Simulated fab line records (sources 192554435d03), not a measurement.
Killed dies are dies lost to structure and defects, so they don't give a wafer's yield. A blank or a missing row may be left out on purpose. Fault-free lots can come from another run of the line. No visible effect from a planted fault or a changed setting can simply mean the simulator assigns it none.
The tool behind it: which one? || flow n5_finfet || 32 wafers from 11 lots sampled at 4 of the route's 1938 steps

WHAT THE GAUGES SHOWED, per wafer
The record holds no reading of a measuring or inspecting step that can be judged against a usual standard deviation.

WHICH TOOL RAN EACH LOT (tool, then ch and the chambers of the sampled wafers, then the start)
{"lot": "L660", "N5_BEOL_M10_ALD_74": "ald_metal-03 ch 1,2,3, day 10 13:52", "N5_BEOL_M11_STRIP_67": "rie_diel-02 ch 2,3, day 10 19:47", "N5_BEOL_M11_COAT_63": "litho_track-03 ch 0, day 10 23:11", "N5_BEOL_M11_ETCH_65": "rie_diel-06 ch 0,2,3, day 11 00:06"}
{"lot": "L663", "N5_BEOL_M10_ALD_74": "ald_metal-04 ch 0,1,3, day 11 12:01", "N5_BEOL_M11_STRIP_67": "rie_diel-06 ch 0,1,2, day 11 16:14", "N5_BEOL_M11_COAT_63": "litho_track-02 ch 0, day 11 17:53", "N5_BEOL_M11_ETCH_65": "rie_diel-03 ch 1,2,3, day 11 18:15"}
{"lot": "L664", "N5_BEOL_M10_ALD_74": "ald_metal-03 ch 0,2, day 11 12:23", "N5_BEOL_M11_STRIP_67": "rie_diel-02 ch 1,2, day 11 17:19", "N5_BEOL_M11_COAT_63": "litho_track-03 ch 0, day 11 17:53", "N5_BEOL_M11_ETCH_65": "rie_diel-06 ch 0,3, day 11 18:44"}
{"lot": "L665", "N5_BEOL_M10_ALD_74": "ald_metal-04 ch 0,2, day 11 20:29", "N5_BEOL_M11_STRIP_67": "rie_diel-03 ch 0,3, day 12 06:28", "N5_BEOL_M11_COAT_63": "litho_track-02 ch 0, day 12 08:41", "N5_BEOL_M11_ETCH_65": "rie_diel-03 ch 1,2, day 12 09:11"}
{"lot": "L667", "N5_BEOL_M10_ALD_74": "ald_metal-03 ch 0,2,3, day 12 02:56", "N5_BEOL_M11_STRIP_67": "rie_diel-02 ch 1,2,3, day 12 10:24", "N5_BEOL_M11_COAT_63": "litho_track-02 ch 0, day 12 10:39", "N5_BEOL_M11_ETCH_65": "rie_diel-03 ch 0,1,2, day 12 11:09"}
{"lot": "L669", "N5_BEOL_M10_ALD_74": "ald_metal-04 ch 1,2,3, day 12 11:10", "N5_BEOL_M11_STRIP_67": "rie_diel-06 ch 1,2,3, day 12 15:43", "N5_BEOL_M11_COAT_63": "litho_track-02 ch 0, day 12 16:44", "N5_BEOL_M11_ETCH_65": "rie_diel-06 ch 0,1,3, day 12 17:31"}
{"lot": "L676", "N5_BEOL_M10_ALD_74": "ald_metal-01 ch 0,2,3, day 14 16:42", "N5_BEOL_M11_STRIP_67": "rie_diel-02 ch 0,2, day 14 21:09", "N5_BEOL_M11_COAT_63": "litho_track-03 ch 0, day 14 21:26", "N5_BEOL_M11_ETCH_65": "rie_diel-06 ch 0,1, day 14 21:56"}
{"lot": "L677", "N5_BEOL_M10_ALD_74": "ald_metal-04 ch 0,1, day 15 02:09", "N5_BEOL_M11_STRIP_67": "rie_diel-02 ch 0,3, day 15 07:23", "N5_BEOL_M11_COAT_63": "litho_track-04 ch 0, day 15 09:11", "N5_BEOL_M11_ETCH_65": "rie_diel-03 ch 0,3, day 15 09:54"}
{"lot": "L679", "N5_BEOL_M10_ALD_74": "ald_metal-03 ch 0,3, day 15 14:54", "N5_BEOL_M11_STRIP_67": "rie_diel-06 ch 0,1,3, day 15 19:08", "N5_BEOL_M11_COAT_63": "litho_track-03 ch 0, day 15 20:17", "N5_BEOL_M11_ETCH_65": "rie_diel-02 ch 0,1, day 15 20:40"}
{"lot": "L682", "N5_BEOL_M10_ALD_74": "ald_metal-03 ch 0,3, day 16 02:16", "N5_BEOL_M11_STRIP_67": "rie_diel-03 ch 0,1, day 16 09:09", "N5_BEOL_M11_COAT_63": "litho_track-04 ch 0, day 16 09:29", "N5_BEOL_M11_ETCH_65": "rie_diel-02 ch 0,1,3, day 16 09:59"}
{"lot": "L681", "N5_BEOL_M10_ALD_74": "ald_metal-03 ch 2,3, day 16 04:19", "N5_BEOL_M11_STRIP_67": "rie_diel-03 ch 0,1, day 16 09:28", "N5_BEOL_M11_COAT_63": "litho_track-02 ch 0, day 16 09:44", "N5_BEOL_M11_ETCH_65": "rie_diel-03 ch 0,1,3, day 16 10:13"}
- N5_BEOL_M10_ALD_74: deposits TaN, target thk 2 nm, pulse time 2 s, purge time 3 s.
- N5_BEOL_M11_STRIP_67: strips in CF4.
- N5_BEOL_M11_COAT_63: time 60 s, resist thk 100 nm.
- N5_BEOL_M11_ETCH_65: etches SiARC in CF4, target depth 39 nm, time 65 s.

WHAT THE TOOLS THEMSELVES READ (means of the sampled wafers that have a number; where no wafer has one, the mark that the record gives instead)
N5_BEOL_M10_ALD_74. Usual: chamber_pressure_Torr 3.000 Torr, standard deviation 0.0069; heater_power_outer_w 238 W, standard deviation 35; heater_power_w 429 W, standard deviation 65.
{"lot": "L660", "tool": "ald_metal-03", "chamber_pressure_Torr (Torr)": 3.001, "heater_power_outer_w (W)": 225, "heater_power_w (W)": 393, "flag": ""}
{"lot": "L663", "tool": "ald_metal-04", "chamber_pressure_Torr (Torr)": 2.996, "heater_power_outer_w (W)": 237, "heater_power_w (W)": 438, "flag": ""}
{"lot": "L664", "tool": "ald_metal-03", "chamber_pressure_Torr (Torr)": 2.998, "heater_power_outer_w (W)": 230, "heater_power_w (W)": 423, "flag": ""}
{"lot": "L665", "tool": "ald_metal-04", "chamber_pressure_Torr (Torr)": 3.004, "heater_power_outer_w (W)": 254, "heater_power_w (W)": 494, "flag": ""}
{"lot": "L667", "tool": "ald_metal-03", "chamber_pressure_Torr (Torr)": 3.001, "heater_power_outer_w (W)": 245, "heater_power_w (W)": 433, "flag": ""}
{"lot": "L669", "tool": "ald_metal-04", "chamber_pressure_Torr (Torr)": 3.000, "heater_power_outer_w (W)": 234, "heater_power_w (W)": 454, "flag": ""}
{"lot": "L676", "tool": "ald_metal-01", "chamber_pressure_Torr (Torr)": 2.999, "heater_power_outer_w (W)": 202, "heater_power_w (W)": 363, "flag": ""}
{"lot": "L677", "tool": "ald_metal-04", "chamber_pressure_Torr (Torr)": 2.998, "heater_power_outer_w (W)": 257, "heater_power_w (W)": 452, "flag": ""}
{"lot": "L679", "tool": "ald_metal-03", "chamber_pressure_Torr (Torr)": 2.993, "heater_power_outer_w (W)": 256, "heater_power_w (W)": 432, "flag": ""}
{"lot": "L682", "tool": "ald_metal-03", "chamber_pressure_Torr (Torr)": 2.998, "heater_power_outer_w (W)": 266, "heater_power_w (W)": 460, "flag": ""}
{"lot": "L681", "tool": "ald_metal-03", "chamber_pressure_Torr (Torr)": 3.002, "heater_power_outer_w (W)": 236, "heater_power_w (W)": 392, "flag": ""}

N5_BEOL_M11_STRIP_67. Usual: drypump_motor_current_A 5.9 A, standard deviation 0.47; oes_product_au 0.82 a.u., standard deviation 0.075; rf_vpp_V 271.0 V, standard deviation 1.5; showerhead_plenum_p_Torr 1.79 Torr, standard deviation 0.049; throttle_valve_pct 13.5 %, standard deviation 0.36.
{"lot": "L660", "tool": "rie_diel-02", "drypump_motor_current_A (A)": 5.6, "oes_product_au (a.u.)": 0.86, "rf_vpp_V (V)": 270.1, "showerhead_plenum_p_Torr (Torr)": 1.76, "throttle_valve_pct (%)": 13.4, "flag": ""}
{"lot": "L663", "tool": "rie_diel-06", "drypump_motor_current_A (A)": 5.7, "oes_product_au (a.u.)": 0.81, "rf_vpp_V (V)": 271.2, "showerhead_plenum_p_Torr (Torr)": 1.79, "throttle_valve_pct (%)": 13.7, "flag": ""}
{"lot": "L664", "tool": "rie_diel-02", "drypump_motor_current_A (A)": 6.3, "oes_product_au (a.u.)": 0.87, "rf_vpp_V (V)": 270.6, "showerhead_plenum_p_Torr (Torr)": 1.78, "throttle_valve_pct (%)": 13.5, "flag": ""}
{"lot": "L665", "tool": "rie_diel-03", "drypump_motor_current_A (A)": 6.0, "oes_product_au (a.u.)": 0.83, "rf_vpp_V (V)": 271.3, "showerhead_plenum_p_Torr (Torr)": 1.77, "throttle_valve_pct (%)": 13.3, "flag": ""}
{"lot": "L667", "tool": "rie_diel-02", "drypump_motor_current_A (A)": 6.0, "oes_product_au (a.u.)": 0.84, "rf_vpp_V (V)": 270.9, "showerhead_plenum_p_Torr (Torr)": 1.77, "throttle_valve_pct (%)": 13.5, "flag": ""}
{"lot": "L669", "tool": "rie_diel-06", "drypump_motor_current_A (A)": 5.4, "oes_product_au (a.u.)": 0.82, "rf_vpp_V (V)": 272.0, "showerhead_plenum_p_Torr (Torr)": 1.82, "throttle_valve_pct (%)": 13.6, "flag": ""}
{"lot": "L676", "tool": "rie_diel-02", "drypump_motor_current_A (A)": 6.2, "oes_product_au (a.u.)": 0.92, "rf_vpp_V (V)": 271.6, "showerhead_plenum_p_Torr (Torr)": 1.83, "throttle_valve_pct (%)": 13.2, "flag": ""}
{"lot": "L677", "tool": "rie_diel-02", "drypump_motor_current_A (A)": 5.7, "oes_product_au (a.u.)": 0.86, "rf_vpp_V (V)": 270.9, "showerhead_plenum_p_Torr (Torr)": 1.81, "throttle_valve_pct (%)": 13.3, "flag": ""}
{"lot": "L679", "tool": "rie_diel-06", "drypump_motor_current_A (A)": 5.6, "oes_product_au (a.u.)": 0.81, "rf_vpp_V (V)": 271.3, "showerhead_plenum_p_Torr (Torr)": 1.81, "throttle_valve_pct (%)": 13.5, "flag": ""}
{"lot": "L682", "tool": "rie_diel-03", "drypump_motor_current_A (A)": 6.0, "oes_product_au (a.u.)": 0.81, "rf_vpp_V (V)": 269.9, "showerhead_plenum_p_Torr (Torr)": 1.72, "throttle_valve_pct (%)": 13.4, "flag": ""}
{"lot": "L681", "tool": "rie_diel-03", "drypump_motor_current_A (A)": 5.8, "oes_product_au (a.u.)": 0.76, "rf_vpp_V (V)": 269.9, "showerhead_plenum_p_Torr (Torr)": 1.73, "throttle_valve_pct (%)": 13.7, "flag": ""}

N5_BEOL_M11_COAT_63. Usual: heater_power_total_W 500.4 W, standard deviation 1.7; plate_temp_C 249.95 C, standard deviation 0.18; spin_speed_rpm 1500.1 rpm, standard deviation 0.97.
{"lot": "L660", "tool": "litho_track-03", "heater_power_total_W (W)": 499.7, "plate_temp_C (C)": 249.89, "spin_speed_rpm (rpm)": 1498.8, "flag": ""}
{"lot": "L663", "tool": "litho_track-02", "heater_power_total_W (W)": 500.3, "plate_temp_C (C)": 249.91, "spin_speed_rpm (rpm)": 1499.5, "flag": ""}
{"lot": "L664", "tool": "litho_track-03", "heater_power_total_W (W)": 499.4, "plate_temp_C (C)": 249.90, "spin_speed_rpm (rpm)": 1501.0, "flag": ""}
{"lot": "L665", "tool": "litho_track-02", "heater_power_total_W (W)": 502.8, "plate_temp_C (C)": 249.81, "spin_speed_rpm (rpm)": 1499.8, "flag": ""}
{"lot": "L667", "tool": "litho_track-02", "heater_power_total_W (W)": 478.9, "plate_temp_C (C)": 242.01, "spin_speed_rpm (rpm)": 1500.9, "flag": "OFF"}
{"lot": "L669", "tool": "litho_track-02", "heater_power_total_W (W)": 481.1, "plate_temp_C (C)": 241.71, "spin_speed_rpm (rpm)": 1500.8, "flag": "OFF"}
{"lot": "L676", "tool": "litho_track-03", "heater_power_total_W (W)": 499.0, "plate_temp_C (C)": 249.81, "spin_speed_rpm (rpm)": 1499.1, "flag": ""}
{"lot": "L677", "tool": "litho_track-04", "heater_power_total_W (W)": 501.5, "plate_temp_C (C)": 249.92, "spin_speed_rpm (rpm)": 1500.0, "flag": ""}
{"lot": "L679", "tool": "litho_track-03", "heater_power_total_W (W)": 498.9, "plate_temp_C (C)": 249.93, "spin_speed_rpm (rpm)": 1499.5, "flag": ""}
{"lot": "L682", "tool": "litho_track-04", "heater_power_total_W (W)": 501.0, "plate_temp_C (C)": 249.87, "spin_speed_rpm (rpm)": 1499.2, "flag": ""}
{"lot": "L681", "tool": "litho_track-02", "heater_power_total_W (W)": 502.5, "plate_temp_C (C)": 250.16, "spin_speed_rpm (rpm)": 1498.7, "flag": ""}

N5_BEOL_M11_ETCH_65. Usual: drypump_motor_current_A 5.9 A, standard deviation 0.46; etch_rf_on_time_s 66.2 s, standard deviation 2.4; oes_product_au 0.69 a.u., standard deviation 0.067; rf_vpp_V 184.0 V, standard deviation 1.1; showerhead_plenum_p_Torr 2.14 Torr, standard deviation 0.061; throttle_valve_pct 15.6 %, standard deviation 0.33.
{"lot": "L660", "tool": "rie_diel-06", "drypump_motor_current_A (A)": 5.6, "etch_rf_on_time_s (s)": 66.9, "oes_product_au (a.u.)": 0.68, "rf_vpp_V (V)": 184.4, "showerhead_plenum_p_Torr (Torr)": 2.19, "throttle_valve_pct (%)": 15.7, "flag": ""}
{"lot": "L663", "tool": "rie_diel-03", "drypump_motor_current_A (A)": 6.0, "etch_rf_on_time_s (s)": 67.3, "oes_product_au (a.u.)": 0.64, "rf_vpp_V (V)": 184.1, "showerhead_plenum_p_Torr (Torr)": 2.15, "throttle_valve_pct (%)": 15.8, "flag": ""}
{"lot": "L664", "tool": "rie_diel-06", "drypump_motor_current_A (A)": 5.6, "etch_rf_on_time_s (s)": 66.3, "oes_product_au (a.u.)": 0.70, "rf_vpp_V (V)": 185.5, "showerhead_plenum_p_Torr (Torr)": 2.22, "throttle_valve_pct (%)": 15.5, "flag": ""}
{"lot": "L665", "tool": "rie_diel-03", "drypump_motor_current_A (A)": 6.3, "etch_rf_on_time_s (s)": 66.7, "oes_product_au (a.u.)": 0.70, "rf_vpp_V (V)": 183.2, "showerhead_plenum_p_Torr (Torr)": 2.14, "throttle_valve_pct (%)": 15.6, "flag": ""}
{"lot": "L667", "tool": "rie_diel-03", "drypump_motor_current_A (A)": 6.2, "etch_rf_on_time_s (s)": 65.7, "oes_product_au (a.u.)": 0.71, "rf_vpp_V (V)": 183.4, "showerhead_plenum_p_Torr (Torr)": 2.10, "throttle_valve_pct (%)": 15.5, "flag": ""}
{"lot": "L669", "tool": "rie_diel-06", "drypump_motor_current_A (A)": 5.6, "etch_rf_on_time_s (s)": 62.6, "oes_product_au (a.u.)": 0.73, "rf_vpp_V (V)": 184.8, "showerhead_plenum_p_Torr (Torr)": 2.17, "throttle_valve_pct (%)": 15.5, "flag": ""}
{"lot": "L676", "tool": "rie_diel-06", "drypump_motor_current_A (A)": 5.7, "etch_rf_on_time_s (s)": 62.8, "oes_product_au (a.u.)": 0.73, "rf_vpp_V (V)": 183.5, "showerhead_plenum_p_Torr (Torr)": 2.11, "throttle_valve_pct (%)": 15.6, "flag": ""}
{"lot": "L677", "tool": "rie_diel-03", "drypump_motor_current_A (A)": 6.0, "etch_rf_on_time_s (s)": 65.9, "oes_product_au (a.u.)": 0.76, "rf_vpp_V (V)": 184.0, "showerhead_plenum_p_Torr (Torr)": 2.12, "throttle_valve_pct (%)": 15.3, "flag": ""}
{"lot": "L679", "tool": "rie_diel-02", "drypump_motor_current_A (A)": 6.3, "etch_rf_on_time_s (s)": 66.5, "oes_product_au (a.u.)": 0.73, "rf_vpp_V (V)": 183.8, "showerhead_plenum_p_Torr (Torr)": 2.19, "throttle_valve_pct (%)": 15.3, "flag": ""}
{"lot": "L682", "tool": "rie_diel-02", "drypump_motor_current_A (A)": 6.1, "etch_rf_on_time_s (s)": 64.9, "oes_product_au (a.u.)": 0.69, "rf_vpp_V (V)": 183.9, "showerhead_plenum_p_Torr (Torr)": 2.14, "throttle_valve_pct (%)": 15.4, "flag": ""}
{"lot": "L681", "tool": "rie_diel-03", "drypump_motor_current_A (A)": 5.9, "etch_rf_on_time_s (s)": 65.8, "oes_product_au (a.u.)": 0.70, "rf_vpp_V (V)": 183.4, "showerhead_plenum_p_Torr (Torr)": 2.10, "throttle_valve_pct (%)": 15.6, "flag": ""}

THE ANSWER, worked out from the rows above alone
Rule: take the mean of a lot's wafers that have a number; if it is more than 3 standard deviations from the usual mean, the lot is off. A lot without any number at a reading at which 4 lots or more have one is off too. The other lots that the step has rows for count as sound. The gauges are gone through in route order, then the tools' own readings, and for those a lot's mean is taken as printed above. The first step at which some lot is off is used, and at that step the reading that is off furthest; a lot without a number counts as furthest.
Off at N5_BEOL_M11_COAT_63 (plate_temp_C): L667, L669.
A tool fits if, at that step or a process step before it, it ran every lot that is off, and no sound lot after the first of them. None of those tried fits.

WHAT WAS PUT IN BY THE SIMULATOR
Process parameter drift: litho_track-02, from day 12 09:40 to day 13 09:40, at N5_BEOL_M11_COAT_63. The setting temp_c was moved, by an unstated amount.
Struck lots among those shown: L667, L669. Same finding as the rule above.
